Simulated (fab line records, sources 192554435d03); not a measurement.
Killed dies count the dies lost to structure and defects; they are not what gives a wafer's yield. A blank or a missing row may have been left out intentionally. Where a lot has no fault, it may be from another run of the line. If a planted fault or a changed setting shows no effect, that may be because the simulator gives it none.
fab line records :: flow n5-finfet
[record]
  lots = 7
  wafers = 39
route steps=1938 shown PAD_METAL@1896 PASSIVATION@1897
start-h: the number of hours between the record's first day and the start of the first shown wafer of the lot :: wait-h: hours from the lot's prior step to this one :: " repeats the value in the row above :: L1.1+2: one row covering several wafers at once :: - no value present, or no start provided :: * or withheld: withheld :: < > ~ a bound
route shown NAME@n: NAME is a module with steps in the file, n the number in the route of the first one :: usual: the fault-free wafers' mean and standard deviation :: same: alike in all rows :: chamber/n: place in a boat :: sites: each site's reading :: _std_site: standard deviation of those values :: _edge_site: mean of outer sites minus mean of inner sites :: radius-mm: for every site, how far away it sits from the centre of the wafer :: mask NAME#n: copy n :: behind: the last tool/chamber to shape the wafer :: hold: reason for holding the lot/hours on hold/outcome of the hold :: device: transistor that didn't switch, given as n, p or np :: end of line: the same wafers' tests at the end of the route :: a step with no rows: only its recipe :: killed: dies lost to structure and defects at the first sort, not the wafer's yield :: map: per-die view of a wafer (x killed, . not killed, _ where there is no die)
set.NAME: the run value of the setting; set.NAME@STEP: its run value at that earlier step :: model.NAME: the simulator's own value behind a step, which no gauge read
lots with deliberately changed settings; one table per step, one row per wafer
[[steps]]
[step N5_PASSIVATION_AL_DEP_21]
[recipe]
  material = Al
  target-thk-a = 28000
  temp-c = 400
  time-s = 170
  power-w = 30000
  chamber-pressure-pa = 0.4
  gas = Ar
lot.wafer: L075.1
tool: pvd-sputter-03
chamber: -
start-h: 261.30
wait-h: 0.1
set.time-s: 127.1
model.Al_of_PASSIVATION_AL_DEP_21.thk-nm: 2132

lot.wafer: L075.2
tool: pvd-sputter-03
chamber: -
start-h: 261.30
wait-h: 0.1
set.time-s: 170
model.Al_of_PASSIVATION_AL_DEP_21.thk-nm: 2799

lot.wafer: L075.3
tool: pvd-sputter-03
chamber: -
start-h: 261.30
wait-h: 0.1
set.time-s: 170
model.Al_of_PASSIVATION_AL_DEP_21.thk-nm: 2833

lot.wafer: L075.4
tool: pvd-sputter-03
chamber: -
start-h: 261.30
wait-h: 0.1
set.time-s: 127.1
model.Al_of_PASSIVATION_AL_DEP_21.thk-nm: 2098

lot.wafer: L075.5
tool: pvd-sputter-03
chamber: -
start-h: 261.30
wait-h: 0.1
set.time-s: 127.1
model.Al_of_PASSIVATION_AL_DEP_21.thk-nm: 2085

lot.wafer: L075.6
tool: pvd-sputter-03
chamber: -
start-h: 261.30
wait-h: 0.1
set.time-s: 170
model.Al_of_PASSIVATION_AL_DEP_21.thk-nm: 2778

lot.wafer: L079.4
tool: pvd-sputter-01
chamber: -
start-h: 281.20
wait-h: 0.1
set.time-s: 170
model.Al_of_PASSIVATION_AL_DEP_21.thk-nm: 2796

lot.wafer: L079.5
tool: pvd-sputter-01
chamber: -
start-h: 281.20
wait-h: 0.1
set.time-s: 170
model.Al_of_PASSIVATION_AL_DEP_21.thk-nm: 2798

lot.wafer: L079.6
tool: pvd-sputter-01
chamber: -
start-h: 281.20
wait-h: 0.1
set.time-s: 170
model.Al_of_PASSIVATION_AL_DEP_21.thk-nm: 2802

lot.wafer: L076.1
tool: pvd-sputter-01
chamber: -
start-h: 281.58
wait-h: 0.1
set.time-s: 170
model.Al_of_PASSIVATION_AL_DEP_21.thk-nm: 2844

lot.wafer: L076.2
tool: pvd-sputter-01
chamber: -
start-h: 281.58
wait-h: 0.1
set.time-s: 252
model.Al_of_PASSIVATION_AL_DEP_21.thk-nm: 4165

lot.wafer: L076.3+4
tool: pvd-sputter-01
chamber: -
start-h: 281.58
wait-h: 0.1
set.time-s: 170
model.Al_of_PASSIVATION_AL_DEP_21.thk-nm: 2790

lot.wafer: L076.5
tool: pvd-sputter-01
chamber: -
start-h: 281.58
wait-h: 0.1
set.time-s: 252
model.Al_of_PASSIVATION_AL_DEP_21.thk-nm: 4160

lot.wafer: L076.6
tool: pvd-sputter-01
chamber: -
start-h: 281.58
wait-h: 0.1
set.time-s: 252
model.Al_of_PASSIVATION_AL_DEP_21.thk-nm: 4149

lot.wafer: L088.1
tool: pvd-sputter-01
chamber: -
start-h: 343.15
wait-h: 0.1
set.time-s: 223.1
model.Al_of_PASSIVATION_AL_DEP_21.thk-nm: 3696

lot.wafer: L088.2
tool: pvd-sputter-01
chamber: -
start-h: 343.15
wait-h: 0.1
set.time-s: 170
model.Al_of_PASSIVATION_AL_DEP_21.thk-nm: 2803

lot.wafer: L088.3
tool: pvd-sputter-01
chamber: -
start-h: 343.15
wait-h: 0.1
set.time-s: 170
model.Al_of_PASSIVATION_AL_DEP_21.thk-nm: 2804

lot.wafer: L088.4
tool: pvd-sputter-01
chamber: -
start-h: 343.15
wait-h: 0.1
set.time-s: 223.1
model.Al_of_PASSIVATION_AL_DEP_21.thk-nm: 3693

lot.wafer: L088.5
tool: pvd-sputter-01
chamber: -
start-h: 343.15
wait-h: 0.1
set.time-s: 223.1
model.Al_of_PASSIVATION_AL_DEP_21.thk-nm: 3694

lot.wafer: L088.6
tool: pvd-sputter-01
chamber: -
start-h: 343.15
wait-h: 0.1
set.time-s: 170
model.Al_of_PASSIVATION_AL_DEP_21.thk-nm: 2822

lot.wafer: L086.1+3
tool: pvd-sputter-02
chamber: -
start-h: 350.46
wait-h: 0.1
set.time-s: 170
model.Al_of_PASSIVATION_AL_DEP_21.thk-nm: 2782

lot.wafer: L086.2
tool: pvd-sputter-02
chamber: -
start-h: 350.46
wait-h: 0.1
set.time-s: 231.3
model.Al_of_PASSIVATION_AL_DEP_21.thk-nm: 3796

lot.wafer: L086.4
tool: pvd-sputter-02
chamber: -
start-h: 350.46
wait-h: 0.1
set.time-s: 231.3
model.Al_of_PASSIVATION_AL_DEP_21.thk-nm: 3793

lot.wafer: L086.5
tool: pvd-sputter-02
chamber: -
start-h: 350.46
wait-h: 0.1
set.time-s: 170
model.Al_of_PASSIVATION_AL_DEP_21.thk-nm: 2800

lot.wafer: L086.6
tool: pvd-sputter-02
chamber: -
start-h: 350.46
wait-h: 0.1
set.time-s: 231.3
model.Al_of_PASSIVATION_AL_DEP_21.thk-nm: 3774

lot.wafer: L092.1
tool: pvd-sputter-02
chamber: -
start-h: 387.05
wait-h: 0.1
set.time-s: 170
model.Al_of_PASSIVATION_AL_DEP_21.thk-nm: 2769

lot.wafer: L092.2
tool: pvd-sputter-02
chamber: -
start-h: 387.05
wait-h: 0.1
set.time-s: 170
model.Al_of_PASSIVATION_AL_DEP_21.thk-nm: 2736

lot.wafer: L092.3
tool: pvd-sputter-02
chamber: -
start-h: 387.05
wait-h: 0.1
set.time-s: 170
model.Al_of_PASSIVATION_AL_DEP_21.thk-nm: 2784

lot.wafer: L092.4
tool: pvd-sputter-02
chamber: -
start-h: 387.05
wait-h: 0.1
set.time-s: 170
model.Al_of_PASSIVATION_AL_DEP_21.thk-nm: 2763

lot.wafer: L092.5
tool: pvd-sputter-02
chamber: -
start-h: 387.05
wait-h: 0.1
set.time-s: 170
model.Al_of_PASSIVATION_AL_DEP_21.thk-nm: 2762

lot.wafer: L092.6
tool: pvd-sputter-02
chamber: -
start-h: 387.05
wait-h: 0.1
set.time-s: 170
model.Al_of_PASSIVATION_AL_DEP_21.thk-nm: 2758

lot.wafer: L096.1
tool: pvd-sputter-02
chamber: -
start-h: 398.32
wait-h: 0.1
set.time-s: 69.5
model.Al_of_PASSIVATION_AL_DEP_21.thk-nm: 1142

lot.wafer: L096.2
tool: pvd-sputter-02
chamber: -
start-h: 398.32
wait-h: 0.1
set.time-s: 170
model.Al_of_PASSIVATION_AL_DEP_21.thk-nm: 2822

lot.wafer: L096.3
tool: pvd-sputter-02
chamber: -
start-h: 398.32
wait-h: 0.1
set.time-s: 69.5
model.Al_of_PASSIVATION_AL_DEP_21.thk-nm: 1117

lot.wafer: L096.4
tool: pvd-sputter-02
chamber: -
start-h: 398.32
wait-h: 0.1
set.time-s: 170
model.Al_of_PASSIVATION_AL_DEP_21.thk-nm: 2783

lot.wafer: L096.5
tool: pvd-sputter-02
chamber: -
start-h: 398.32
wait-h: 0.1
set.time-s: 170
model.Al_of_PASSIVATION_AL_DEP_21.thk-nm: 2793

lot.wafer: L096.6
tool: pvd-sputter-02
chamber: -
start-h: 398.32
wait-h: 0.1
set.time-s: 69.5
model.Al_of_PASSIVATION_AL_DEP_21.thk-nm: 1144
[step N5_PASSIVATION_HMDS_23]
[recipe]
  time-s = 60
  temp-c = 120
[step N5_PASSIVATION_COAT_24]
[recipe]
  spin-rpm = 3000
  resist-thk-nm = withheld
[step N5_PASSIVATION_DESCUM_32]
[recipe]
  chemistry = O2
  time-s = 7.9
  source-power-w = 50
  bias-power-w = 20
  pressure-mtorr = 20
  rf-frequency-hz = 2.712e+07
  temp-c = 40
  o2-flow-sccm = 225
[step N5_PASSIVATION_AL_ETCH_33]
[recipe]
  chemistry = Cl2/BCl3
  target-depth-a = 28000
  over-etch-frac = 0.15
  Cl2_flow_sccm = 180
  bcl3-flow-sccm = 60
  target = Al
  stop-on = TaN
  time-s = 466.7
  ion-energy-ev = 100
  pressure-mtorr = 10
  icp-w = 900
  bias-w = 100
[usual]
  oes-product-au = 0.71/0.072
lot.wafer: L075.1
tool: rie-metal-02
chamber: 0
start-h: 262.21
wait-h: 0.1
set.time-s@PASSIVATION_AL_DEP_21: 127.1
oes-product-au: 0.48

lot.wafer: L075.2
tool: rie-metal-02
chamber: 1
start-h: 262.21
wait-h: 0.1
set.time-s@PASSIVATION_AL_DEP_21: 170
oes-product-au: 0.55

lot.wafer: L075.3
tool: rie-metal-02
chamber: 0
start-h: 262.21
wait-h: 0.1
set.time-s@PASSIVATION_AL_DEP_21: 170
oes-product-au: 0.59

lot.wafer: L075.4
tool: rie-metal-02
chamber: 1
start-h: 262.21
wait-h: 0.1
set.time-s@PASSIVATION_AL_DEP_21: 127.1
oes-product-au: 0.46

lot.wafer: L075.5
tool: rie-metal-02
chamber: 0
start-h: 262.21
wait-h: 0.1
set.time-s@PASSIVATION_AL_DEP_21: 127.1
oes-product-au: 0.48

lot.wafer: L075.6
tool: rie-metal-02
chamber: 1
start-h: 262.21
wait-h: 0.1
set.time-s@PASSIVATION_AL_DEP_21: 170
oes-product-au: 0.55

lot.wafer: L079.4
tool: rie-metal-02
chamber: 0
start-h: 281.98
wait-h: 0.2
set.time-s@PASSIVATION_AL_DEP_21: 170
oes-product-au: 0.57

lot.wafer: L079.5
tool: rie-metal-02
chamber: 1
start-h: 281.98
wait-h: 0.2
set.time-s@PASSIVATION_AL_DEP_21: 170
oes-product-au: 0.55

lot.wafer: L079.6
tool: rie-metal-02
chamber: 0
start-h: 281.98
wait-h: 0.2
set.time-s@PASSIVATION_AL_DEP_21: 170
oes-product-au: 0.58

lot.wafer: L076.1
tool: rie-metal-01
chamber: 0
start-h: 282.22
wait-h: 0.1
set.time-s@PASSIVATION_AL_DEP_21: 170
oes-product-au: 0.71

lot.wafer: L076.2
tool: rie-metal-01
chamber: 1
start-h: 282.22
wait-h: 0.1
set.time-s@PASSIVATION_AL_DEP_21: 252
oes-product-au: 0.86

lot.wafer: L076.3
tool: rie-metal-01
chamber: 1
start-h: 282.22
wait-h: 0.1
set.time-s@PASSIVATION_AL_DEP_21: 170
oes-product-au: 0.74

lot.wafer: L076.4
tool: rie-metal-01
chamber: 0
start-h: 282.22
wait-h: 0.1
set.time-s@PASSIVATION_AL_DEP_21: 170
oes-product-au: 0.70

lot.wafer: L076.5
tool: rie-metal-01
chamber: 1
start-h: 282.22
wait-h: 0.1
set.time-s@PASSIVATION_AL_DEP_21: 252
oes-product-au: 0.85

lot.wafer: L076.6
tool: rie-metal-01
chamber: 0
start-h: 282.22
wait-h: 0.1
set.time-s@PASSIVATION_AL_DEP_21: 252
oes-product-au: 0.76

lot.wafer: L088.1
tool: rie-metal-01
chamber: 1
start-h: 344.08
wait-h: 0.1
set.time-s@PASSIVATION_AL_DEP_21: 223.1
oes-product-au: 0.83

lot.wafer: L088.2
tool: rie-metal-01
chamber: 0
start-h: 344.08
wait-h: 0.1
set.time-s@PASSIVATION_AL_DEP_21: 170
oes-product-au: 0.68

lot.wafer: L088.3
tool: rie-metal-01
chamber: 1
start-h: 344.08
wait-h: 0.1
set.time-s@PASSIVATION_AL_DEP_21: 170
oes-product-au: 0.74

lot.wafer: L088.4
tool: rie-metal-01
chamber: 0
start-h: 344.08
wait-h: 0.1
set.time-s@PASSIVATION_AL_DEP_21: 223.1
oes-product-au: 0.74

lot.wafer: L088.5
tool: rie-metal-01
chamber: 0
start-h: 344.08
wait-h: 0.1
set.time-s@PASSIVATION_AL_DEP_21: 223.1
oes-product-au: 0.75

lot.wafer: L088.6
tool: rie-metal-01
chamber: 1
start-h: 344.08
wait-h: 0.1
set.time-s@PASSIVATION_AL_DEP_21: 170
oes-product-au: 0.74

lot.wafer: L086.1
tool: rie-metal-03
chamber: 1
start-h: 351.10
wait-h: 0.1
set.time-s@PASSIVATION_AL_DEP_21: 170
oes-product-au: 0.71

lot.wafer: L086.2
tool: rie-metal-03
chamber: 1
start-h: 351.10
wait-h: 0.1
set.time-s@PASSIVATION_AL_DEP_21: 231.3
oes-product-au: 0.81

lot.wafer: L086.3
tool: rie-metal-03
chamber: 1
start-h: 351.10
wait-h: 0.1
set.time-s@PASSIVATION_AL_DEP_21: 170
oes-product-au: 0.72

lot.wafer: L086.4
tool: rie-metal-03
chamber: 1
start-h: 351.10
wait-h: 0.1
set.time-s@PASSIVATION_AL_DEP_21: 231.3
oes-product-au: 0.80

lot.wafer: L086.5
tool: rie-metal-03
chamber: 1
start-h: 351.10
wait-h: 0.1
set.time-s@PASSIVATION_AL_DEP_21: 170
oes-product-au: 0.71

lot.wafer: L086.6
tool: rie-metal-03
chamber: 1
start-h: 351.10
wait-h: 0.1
set.time-s@PASSIVATION_AL_DEP_21: 231.3
oes-product-au: 0.82

lot.wafer: L092.1
tool: rie-metal-02
chamber: 0
start-h: 387.82
wait-h: 0.1
set.time-s@PASSIVATION_AL_DEP_21: 170
oes-product-au: 0.86

lot.wafer: L092.2
tool: rie-metal-02
chamber: 1
start-h: 387.82
wait-h: 0.1
set.time-s@PASSIVATION_AL_DEP_21: 170
oes-product-au: 0.81

lot.wafer: L092.3
tool: rie-metal-02
chamber: 0
start-h: 387.82
wait-h: 0.1
set.time-s@PASSIVATION_AL_DEP_21: 170
oes-product-au: 0.87

lot.wafer: L092.4
tool: rie-metal-02
chamber: 1
start-h: 387.82
wait-h: 0.1
set.time-s@PASSIVATION_AL_DEP_21: 170
oes-product-au: 0.83

lot.wafer: L092.5
tool: rie-metal-02
chamber: 1
start-h: 387.82
wait-h: 0.1
set.time-s@PASSIVATION_AL_DEP_21: 170
oes-product-au: 0.82

lot.wafer: L092.6
tool: rie-metal-02
chamber: 0
start-h: 387.82
wait-h: 0.1
set.time-s@PASSIVATION_AL_DEP_21: 170
oes-product-au: 0.86

lot.wafer: L096.1
tool: rie-metal-03
chamber: 0
start-h: 399.09
wait-h: 0.1
set.time-s@PASSIVATION_AL_DEP_21: 69.5
oes-product-au: 0.44

lot.wafer: L096.2
tool: rie-metal-03
chamber: 1
start-h: 399.09
wait-h: 0.1
set.time-s@PASSIVATION_AL_DEP_21: 170
oes-product-au: 0.70

lot.wafer: L096.3
tool: rie-metal-03
chamber: 1
start-h: 399.09
wait-h: 0.1
set.time-s@PASSIVATION_AL_DEP_21: 69.5
oes-product-au: 0.41

lot.wafer: L096.4
tool: rie-metal-03
chamber: 0
start-h: 399.09
wait-h: 0.1
set.time-s@PASSIVATION_AL_DEP_21: 170
oes-product-au: 0.74

lot.wafer: L096.5
tool: rie-metal-03
chamber: 0
start-h: 399.09
wait-h: 0.1
set.time-s@PASSIVATION_AL_DEP_21: 170
oes-product-au: 0.74

lot.wafer: L096.6
tool: rie-metal-03
chamber: 1
start-h: 399.09
wait-h: 0.1
set.time-s@PASSIVATION_AL_DEP_21: 69.5
oes-product-au: 0.41
[step N5_PASSIVATION_ETCH_59]
[recipe]
  chemistry = Cl2/BCl3
  target = TaN
  target-depth-a = 650
  time-s = 34.9
  ion-energy-ev = 100
  pressure-mtorr = 10
  icp-w = 900
  bias-w = 100
  Cl2_flow_sccm = 60
  bcl3-flow-sccm = 30
[usual]
  oes-product-au = 0.80/0.085
lot.wafer: L075.1
tool: rie-metal-02
chamber: 0
start-h: 262.61
wait-h: 0.3
set.time-s@PASSIVATION_AL_DEP_21: 127.1
oes-product-au: 0.63

lot.wafer: L075.2
tool: rie-metal-02
chamber: 1
start-h: 262.61
wait-h: 0.3
set.time-s@PASSIVATION_AL_DEP_21: 170
oes-product-au: 0.61

lot.wafer: L075.3
tool: rie-metal-02
chamber: 0
start-h: 262.61
wait-h: 0.3
set.time-s@PASSIVATION_AL_DEP_21: 170
oes-product-au: 0.64

lot.wafer: L075.4
tool: rie-metal-02
chamber: 1
start-h: 262.61
wait-h: 0.3
set.time-s@PASSIVATION_AL_DEP_21: 127.1
oes-product-au: 0.61

lot.wafer: L075.5
tool: rie-metal-02
chamber: 0
start-h: 262.61
wait-h: 0.3
set.time-s@PASSIVATION_AL_DEP_21: 127.1
oes-product-au: 0.63

lot.wafer: L075.6
tool: rie-metal-02
chamber: 1
start-h: 262.61
wait-h: 0.3
set.time-s@PASSIVATION_AL_DEP_21: 170
oes-product-au: 0.62

lot.wafer: L079.4
tool: rie-metal-02
chamber: 0
start-h: 282.27
wait-h: 0.2
set.time-s@PASSIVATION_AL_DEP_21: 170
oes-product-au: 0.63

lot.wafer: L079.5
tool: rie-metal-02
chamber: 1
start-h: 282.27
wait-h: 0.2
set.time-s@PASSIVATION_AL_DEP_21: 170
oes-product-au: 0.60

lot.wafer: L079.6
tool: rie-metal-02
chamber: 0
start-h: 282.27
wait-h: 0.2
set.time-s@PASSIVATION_AL_DEP_21: 170
oes-product-au: 0.63

lot.wafer: L076.1
tool: rie-metal-01
chamber: 0
start-h: 282.62
wait-h: 0.3
set.time-s@PASSIVATION_AL_DEP_21: 170
oes-product-au: 0.77

lot.wafer: L076.2
tool: rie-metal-01
chamber: 1
start-h: 282.62
wait-h: 0.3
set.time-s@PASSIVATION_AL_DEP_21: 252
oes-product-au: 0.23

lot.wafer: L076.3
tool: rie-metal-01
chamber: 1
start-h: 282.62
wait-h: 0.3
set.time-s@PASSIVATION_AL_DEP_21: 170
oes-product-au: 0.87

lot.wafer: L076.4
tool: rie-metal-01
chamber: 0
start-h: 282.62
wait-h: 0.3
set.time-s@PASSIVATION_AL_DEP_21: 170
oes-product-au: 0.76

lot.wafer: L076.5
tool: rie-metal-01
chamber: 1
start-h: 282.62
wait-h: 0.3
set.time-s@PASSIVATION_AL_DEP_21: 252
oes-product-au: 0.22

lot.wafer: L076.6
tool: rie-metal-01
chamber: 0
start-h: 282.62
wait-h: 0.3
set.time-s@PASSIVATION_AL_DEP_21: 252
oes-product-au: 0.21

lot.wafer: L088.1
tool: rie-metal-01
chamber: 1
start-h: 344.48
wait-h: 0.3
set.time-s@PASSIVATION_AL_DEP_21: 223.1
oes-product-au: 0.32

lot.wafer: L088.2
tool: rie-metal-01
chamber: 0
start-h: 344.48
wait-h: 0.3
set.time-s@PASSIVATION_AL_DEP_21: 170
oes-product-au: 0.75

lot.wafer: L088.3
tool: rie-metal-01
chamber: 1
start-h: 344.48
wait-h: 0.3
set.time-s@PASSIVATION_AL_DEP_21: 170
oes-product-au: 0.83

lot.wafer: L088.4
tool: rie-metal-01
chamber: 0
start-h: 344.48
wait-h: 0.3
set.time-s@PASSIVATION_AL_DEP_21: 223.1
oes-product-au: 0.20

lot.wafer: L088.5
tool: rie-metal-01
chamber: 0
start-h: 344.48
wait-h: 0.3
set.time-s@PASSIVATION_AL_DEP_21: 223.1
oes-product-au: 0.21

lot.wafer: L088.6
tool: rie-metal-01
chamber: 1
start-h: 344.48
wait-h: 0.3
set.time-s@PASSIVATION_AL_DEP_21: 170
oes-product-au: 0.83

lot.wafer: L086.1
tool: rie-metal-03
chamber: 1
start-h: 351.90
wait-h: 0.7
set.time-s@PASSIVATION_AL_DEP_21: 170
oes-product-au: 0.80

lot.wafer: L086.2
tool: rie-metal-03
chamber: 1
start-h: 351.90
wait-h: 0.7
set.time-s@PASSIVATION_AL_DEP_21: 231.3
oes-product-au: 0.21

lot.wafer: L086.3
tool: rie-metal-03
chamber: 1
start-h: 351.90
wait-h: 0.7
set.time-s@PASSIVATION_AL_DEP_21: 170
oes-product-au: 0.80

lot.wafer: L086.4
tool: rie-metal-03
chamber: 1
start-h: 351.90
wait-h: 0.7
set.time-s@PASSIVATION_AL_DEP_21: 231.3
oes-product-au: 0.22

lot.wafer: L086.5
tool: rie-metal-03
chamber: 1
start-h: 351.90
wait-h: 0.7
set.time-s@PASSIVATION_AL_DEP_21: 170
oes-product-au: 0.80

lot.wafer: L086.6
tool: rie-metal-03
chamber: 1
start-h: 351.90
wait-h: 0.7
set.time-s@PASSIVATION_AL_DEP_21: 231.3
oes-product-au: 0.22

lot.wafer: L092.1
tool: rie-metal-02
chamber: 0
start-h: 388.22
wait-h: 0.3
set.time-s@PASSIVATION_AL_DEP_21: 170
oes-product-au: 0.96

lot.wafer: L092.2
tool: rie-metal-02
chamber: 1
start-h: 388.22
wait-h: 0.3
set.time-s@PASSIVATION_AL_DEP_21: 170
oes-product-au: 0.92

lot.wafer: L092.3
tool: rie-metal-02
chamber: 0
start-h: 388.22
wait-h: 0.3
set.time-s@PASSIVATION_AL_DEP_21: 170
oes-product-au: 0.97

lot.wafer: L092.4
tool: rie-metal-02
chamber: 1
start-h: 388.22
wait-h: 0.3
set.time-s@PASSIVATION_AL_DEP_21: 170
oes-product-au: 0.93

lot.wafer: L092.5
tool: rie-metal-02
chamber: 1
start-h: 388.22
wait-h: 0.3
set.time-s@PASSIVATION_AL_DEP_21: 170
oes-product-au: 0.92

lot.wafer: L092.6
tool: rie-metal-02
chamber: 0
start-h: 388.22
wait-h: 0.3
set.time-s@PASSIVATION_AL_DEP_21: 170
oes-product-au: 0.96

lot.wafer: L096.1
tool: rie-metal-03
chamber: 0
start-h: 399.49
wait-h: 0.3
set.time-s@PASSIVATION_AL_DEP_21: 69.5
oes-product-au: 0.84

lot.wafer: L096.2
tool: rie-metal-03
chamber: 1
start-h: 399.49
wait-h: 0.3
set.time-s@PASSIVATION_AL_DEP_21: 170
oes-product-au: 0.79

lot.wafer: L096.3
tool: rie-metal-03
chamber: 1
start-h: 399.49
wait-h: 0.3
set.time-s@PASSIVATION_AL_DEP_21: 69.5
oes-product-au: 0.79

lot.wafer: L096.4
tool: rie-metal-03
chamber: 0
start-h: 399.49
wait-h: 0.3
set.time-s@PASSIVATION_AL_DEP_21: 170
oes-product-au: 0.83

lot.wafer: L096.5
tool: rie-metal-03
chamber: 0
start-h: 399.49
wait-h: 0.3
set.time-s@PASSIVATION_AL_DEP_21: 170
oes-product-au: 0.84

lot.wafer: L096.6
tool: rie-metal-03
chamber: 1
start-h: 399.49
wait-h: 0.3
set.time-s@PASSIVATION_AL_DEP_21: 69.5
oes-product-au: 0.79
[[key]]
[split]
  step = N5_PASSIVATION_AL_DEP_21
  setting = time-s
  stated = 170
  by = wafer
[response]
  step = N5_PASSIVATION_AL_DEP_21
  reading = model.Al_of_PASSIVATION_AL_DEP_21.thk-nm
  change = +28
  per = 1%
  r = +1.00
[response]
  step = N5_PASSIVATION_AL_ETCH_33
  reading = oes-product-au
  change = +0.00353
  per = 1%
  r = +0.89
[response]
  step = N5_PASSIVATION_ETCH_59
  reading = oes-product-au
  shape = bent
  at-lowest = 0.81
  at-stated = 0.80
  at-highest = 0.22
